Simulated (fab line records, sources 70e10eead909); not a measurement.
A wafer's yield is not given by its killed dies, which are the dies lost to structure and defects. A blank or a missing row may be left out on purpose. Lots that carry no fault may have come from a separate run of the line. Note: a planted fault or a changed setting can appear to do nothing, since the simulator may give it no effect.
fab line records	flow nandHarc
[record] lots = 13	wafers = 39	lastDay = 33
route steps=1302 shown THIN_TSV@1250
lots with no fault: from the same line, run without faults
startH: the number of hours between the record's first day and the start of the first shown wafer of the lot	waitH: time in hours since the lot's previous step	" the same as in the row above	L1.1+2: several wafers, shown together as one row	- no value present, or no start provided	* or withheld: withheld	< > ~ a bound
route shown NAME@n: a module of which the file shows steps, and the number in the route of the first	usual: average and standard deviation across the fault-free wafers	same: alike in all rows	chamber/n: place in a boat	sites: the reading at each site	_std_site: how widely they spread, as a standard deviation	_edge_site: inner sites' mean taken away from outer sites' mean	radiusMm: for every site, how far away it sits from the centre of the wafer	mask NAME#n: copy n	behind: the most recent tool/chamber to have shaped the wafer	hold: cause of the lot's hold/its duration in hours/its outcome	device: the n, p or np transistor that did not switch	end of line: the route-end tests of the same wafers	for a step that has no rows: nothing shown but its recipe	killed: at the first sort, the dies lost to defects and structure; wafer yield is something else	map: the dies of a wafer, with x for killed, . for not killed, _ for no die there
set.NAME: the setting as run; set.NAME@STEP: as run at that earlier step	model.NAME: the simulator's own value behind a step, which no gauge read
one table for each step of the route and one row for each wafer, over a sample of lots
services: when a tool's chamber went out of use (startH, in hours from the record's first day, below 0 if earlier), for how many hours, and the reason
[[steps]]
[step NHARC_THIN_TSV_DEP_43]
[recipe] targetThkA = 13285	tempC = withheld	pressureTorr = 6.5	rfW = 900	teosFlowSccm = 161.4	flowSccm = 2650	targetThkNm = 1328.5	gas = O2	material = SiO2
[usual] throttleValvePct = 15.9/0.52
lot.wafer	tool	chamber	startH	waitH	throttleValvePct
L485.2	pecvd-04	0	553.10	-	15.4
L485.3	"	1	"	"	16.4
L485.4	"	2	"	"	15.6
L487.1	pecvd-04	0	554.16	-	15.5
L487.3	"	1	"	"	16.6
L487.5	"	2	"	"	15.8
L486.2	pecvd-04	2	557.30	-	15.8
L486.1	"	0	"	"	15.5
L486.4	"	1	"	"	16.4
L490.3	pecvd-03	0	588.10	-	16.7
L490.6	"	1	"	"	16.0
L490.4	"	0	"	"	16.5
L489.3	pecvd-03	2	592.98	-	15.2
L489.1	"	1	"	"	15.4
L489.6	"	1	"	"	15.5
L491.2	pecvd-02	1	609.92	-	16.1
L491.4	"	2	"	"	16.6
L491.5	"	0	"	"	15.6
L492.3	pecvd-03	0	631.45	-	16.4
L492.1	"	1	"	"	15.5
L492.4	"	0	"	"	16.5
L500.3	pecvd-04	0	680.34	-	15.5
L500.5	"	2	"	"	15.6
L500.6	"	0	"	"	15.1
L501.5	pecvd-02	0	726.48	-	15.5
L501.4	"	1	"	"	16.3
L501.6	"	2	"	"	16.8
L504.3	pecvd-02	1	745.70	-	16.4
L504.6	"	2	"	"	17.1
L504.5	"	0	"	"	15.6
L505.3	pecvd-04	0	768.25	-	15.3
L505.1	"	1	"	"	15.8
L505.4	"	2	"	"	15.8
L506.3	pecvd-04	0	769.45	-	15.5
L506.1	"	2	"	"	15.7
L506.5	"	2	"	"	15.6
L507.2	pecvd-03	0	777.20	-	16.0
L507.1	"	1	"	"	15.4
L507.5	"	2	"	"	15.2
[step NHARC_THIN_TSV_PRE_CLEAN_54]
[recipe] timeS = 30	tempC = 280	gas = H2/He
[usual] heaterPowerW = 397/42
lot.wafer	tool	chamber	startH	waitH	heaterPowerW
L485.4	pvdSputter-03	-	558.71	0.0	424
L485.2	"	-	"	"	355
L485.3	"	-	"	"	333
L487.3	pvdSputter-03	-	559.98	0.1	348
L487.1	"	-	"	"	337
L487.5	"	-	"	"	479
L486.2	pvdSputter-02	-	562.90	0.0	461
L486.1	"	-	"	"	415
L486.4	"	-	"	"	392
L490.4	pvdSputter-01	-	593.53	0.1	388
L490.3	"	-	"	"	421
L490.6	"	-	"	"	395
L489.3	pvdSputter-01	-	598.68	0.1	398
L489.1	"	-	"	"	377
L489.6	"	-	"	"	374
L491.2	pvdSputter-02	-	615.76	0.1	470
L491.4	"	-	"	"	438
L491.5	"	-	"	"	356
L492.1	pvdSputter-03	-	637.00	0.0	423
L492.3	"	-	"	"	360
L492.4	"	-	"	"	336
L500.3	pvdSputter-02	-	685.80	0.0	416
L500.5	"	-	"	"	423
L500.6	"	-	"	"	390
L501.4	pvdSputter-03	-	731.93	0.1	401
L501.6	"	-	"	"	466
L501.5	"	-	"	"	349
L504.3	pvdSputter-03	-	751.39	0.1	345
L504.5	"	-	"	"	366
L504.6	"	-	"	"	357
L505.4	pvdSputter-02	-	774.15	0.1	345
L505.3	"	-	"	"	472
L505.1	"	-	"	"	427
L506.1	pvdSputter-01	-	775.91	0.0	367
L506.3	"	-	"	"	380
L506.5	"	-	"	"	395
L507.2	pvdSputter-02	-	783.21	0.0	475
L507.1	"	-	"	"	394
L507.5	"	-	"	"	476
[step NHARC_THIN_TSV_ETCH_59]
[recipe] targetDepthA = 8800	icpW = 900	biasW = 100	Cl2_flow_sccm = 60	bcl3FlowSccm = 30	timeS = 138.1	chemistry = Cl2/BCl3
[usual] drypumpMotorCurrentA = 5.5/0.41	heBacksideLeakSccm = 3.38/0.29	oesProductAu = 1.001/0.01	throttleValvePct = 22.265/0.0097
lot.wafer	tool	chamber	startH	waitH	drypumpMotorCurrentA	heBacksideLeakSccm	oesProductAu	rfHoursCounterH	throttleValvePct
L485.2	rieMetal-02	0	559.94	0.1	5.8	3.54	0.974	1.7	22.258
L485.4	"	0	"	"	5.8	3.65	0.972	-	22.261
L485.3	"	1	"	"	5.9	3.14	0.992	-	22.264
L487.1	rieMetal-03	1	561.32	0.1	5.4	3.24	1.004	0.7	22.254
L487.3	"	0	"	"	5.2	4.82	1.016	-	22.279
L487.5	"	1	"	"	5.4	5.15	1.002	-	22.270
L486.1	rieMetal-01	1	564.25	0.1	6.0	2.97	1.011	2.9	22.257
L486.2	"	0	"	"	4.9	3.36	1.022	2.9	22.275
L486.4	"	0	"	"	4.9	3.48	1.016	-	22.264
L490.4	rieMetal-02	0	594.96	0.2	5.8	3.68	0.989	-	22.257
L490.3	"	1	"	"	5.9	3.13	1.005	-	22.279
L490.6	"	1	"	"	5.9	3.27	1.007	-	22.269
L489.1	rieMetal-03	0	600.05	0.1	5.2	3.46	1.006	1.8	22.254
L489.3	"	0	"	"	5.2	3.33	1.007	-	22.263
L489.6	"	0	"	"	5.2	3.42	0.997	-	22.264
L491.2	rieMetal-02	0	617.12	0.1	5.7	3.67	0.969	3.0	22.251
L491.4	"	0	"	"	5.8	3.62	0.984	-	22.280
L491.5	"	1	"	"	5.9	3.25	1.001	-	22.259
L492.1	rieMetal-01	0	638.39	0.1	4.9	3.49	1.001	0.4	22.273
L492.3	"	1	"	"	6.0	3.03	1.005	-	22.271
L492.4	"	0	"	"	4.9	3.50	0.996	-	22.272
L500.3	rieMetal-01	0	687.23	0.2	4.9	3.48	0.999	-	22.274
L500.5	"	0	"	"	4.9	3.41	1.005	-	22.264
L500.6	"	1	"	"	6.0	3.17	0.990	-	22.261
L501.4	rieMetal-01	1	733.33	0.2	6.0	3.27	1.003	-	22.264
L501.5	"	1	"	"	6.0	3.11	0.994	-	22.261
L501.6	"	0	"	"	4.9	3.51	0.922	-	22.286
L504.3	rieMetal-03	0	752.81	0.2	5.2	3.36	1.011	-	22.262
L504.5	"	0	"	"	5.2	3.44	1.010	-	22.280
L504.6	"	1	"	"	5.3	3.41	0.993	-	22.269
L505.1	rieMetal-03	0	775.55	0.1	5.2	3.34	1.004	1.1	22.263
L505.3	"	0	"	"	5.2	3.37	1.002	-	22.255
L505.4	"	1	"	"	5.4	3.33	1.017	-	22.272
L506.1	rieMetal-02	0	777.25	0.1	5.8	3.78	1.013	2.3	22.275
L506.3	"	0	"	"	5.8	3.67	1.015	-	22.262
L506.5	"	0	"	"	5.8	3.68	1.008	-	22.269
L507.1	rieMetal-01	1	784.56	0.1	6.0	3.07	1.003	0.5	22.271
L507.2	"	0	"	"	4.9	3.60	1.000	0.5	22.266
L507.5	"	1	"	"	6.0	3.10	1.004	-	22.268
[step NHARC_THIN_TSV_STRIP_56]
[recipe] powerW = 1500	tempC = 250	chemistry = O2
[usual] drypumpMotorCurrentA = 5.58/0.17	heaterPowerW = 306/19	tempC = 250.03/0.19
lot.wafer	tool	chamber	startH	waitH	drypumpMotorCurrentA	heaterPowerW	rfHoursCounterH	tempC
L485.2	plasmaAsher-01	1	560.31	0.1	5.68	288	7	249.96
L485.4	"	1	"	"	5.67	287	-	250.28
L485.3	"	0	"	"	5.35	312	-	250.03
L487.1	plasmaAsher-01	1	561.73	0.1	5.67	292	8	250.36
L487.3	"	0	"	"	5.33	313	-	250.10
L487.5	"	0	"	"	5.36	319	-	249.91
L486.1	plasmaAsher-01	1	564.60	0.1	5.67	290	8	249.94
L486.2	"	0	"	"	5.34	320	8	250.09
L486.4	"	1	"	"	5.68	290	-	249.78
L490.4	plasmaAsher-02	1	595.33	0.2	5.70	313	-	250.00
L490.3	"	0	"	"	5.83	355	-	249.83
L490.6	"	0	"	"	5.78	363	-	249.93
L489.1	plasmaAsher-02	0	600.68	0.1	5.76	355	35	250.07
L489.3	"	0	"	"	5.75	366	-	249.80
L489.6	"	0	"	"	5.77	357	-	249.94
L491.2	plasmaAsher-01	0	617.49	0.1	5.36	317	20	250.09
L491.4	"	0	"	"	5.35	314	-	249.98
L491.5	"	0	"	"	5.34	310	-	249.98
L492.1	plasmaAsher-02	0	638.71	0.1	5.78	319	5	249.67
L492.3	"	0	"	"	5.79	321	-	250.13
L492.4	"	1	"	"	5.69	276	-	250.13
L500.3	plasmaAsher-01	0	687.66	0.2	5.36	313	-	249.91
L500.6	"	1	"	"	5.65	289	-	249.89
L500.5	"	0	"	"	5.34	314	-	250.24
L501.4	plasmaAsher-02	0	733.76	0.2	5.80	319	-	249.58
L501.6	"	1	"	"	5.65	277	-	250.09
L501.5	"	0	"	"	5.80	328	-	249.68
L504.3	plasmaAsher-01	1	753.19	0.2	5.68	301	-	250.13
L504.6	"	1	"	"	5.66	306	-	249.85
L504.5	"	0	"	"	5.35	309	-	250.05
L505.1	plasmaAsher-02	1	775.92	0.1	5.66	283	34	249.96
L505.4	"	1	"	"	5.69	278	-	250.12
L505.3	"	0	"	"	5.76	324	-	249.93
L506.1	plasmaAsher-01	0	777.63	0.1	5.32	322	14	250.15
L506.3	"	1	"	"	5.66	302	-	249.84
L506.5	"	0	"	"	5.37	314	-	250.12
L507.2	plasmaAsher-01	0	785.34	0.5	5.34	321	18	250.04
L507.1	"	1	"	"	5.67	300	18	249.99
L507.5	"	0	"	"	5.35	321	-	249.95
[[services]]
tool	chamber	startH	hours	kind
pecvd-03	-	547.25	13.0	pm
pvdSputter-02	-	556.41	0.5	repair
pecvd-04	0	561.32	19.9	repair
rieMetal-01	-	575.00	9.0	pm
pecvd-04	2	579.22	6.0	repair
rieMetal-03	1	579.23	79.4	repair
plasmaAsher-02	-	582.04	4.0	repair
plasmaAsher-02	-	603.05	9.0	pm
rieMetal-01	0	604.52	6.3	repair
rieMetal-01	-	606.38	0.9	repair
rieMetal-02	-	631.00	9.0	pm
pecvd-04	-	631.19	13.0	pm
pvdSputter-02	-	638.00	10.0	pm
pvdSputter-03	-	671.58	1.1	repair
rieMetal-01	1	672.80	2.3	repair
plasmaAsher-02	-	692.15	4.1	repair
rieMetal-03	-	696.00	9.0	pm
plasmaAsher-01	-	696.76	9.0	pm
pvdSputter-03	-	703.25	4.3	repair
pvdSputter-03	-	707.56	10.0	pm
pvdSputter-03	-	742.65	3.8	repair
rieMetal-01	-	752.00	9.0	pm
pecvd-04	1	761.65	4.9	repair
plasmaAsher-02	-	780.05	9.0	pm
[[key]]
[firstSign] step = NHARC_THIN_TSV_ETCH_59	reading = oesProductAu	direction = down	sigmas = 7.8	usual = 1.001	struck = 0.922
effect none on later readings
metAt NHARC_THIN_TSV_ETCH_59
struckLots L501
struckWafers L501.6
laterRowsLeftOut L501.6
sortLeftOut L501.6
notActingAt NHARC_THIN_TSV_DEP_43,NHARC_THIN_TSV_PRE_CLEAN_54,NHARC_THIN_TSV_STRIP_56
onsetBetween 687.23 733.33
[fault] kind = processParameterDrift	tool = rieMetal-01	chamber = 0	onsetH = 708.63	steps = NHARC_THIN_TSV_ETCH_59	channel = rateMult	offset = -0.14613	shape = step	endH = 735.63
// sortLeftOut: the simulated sort isn't trusted on such a fault, so these wafers' sort isn't shown, and their yield isn't known
// laterRowsLeftOut: the simulator's readings of these wafers behind a module that went badly wrong aren't trusted and aren't shown, but for the sort
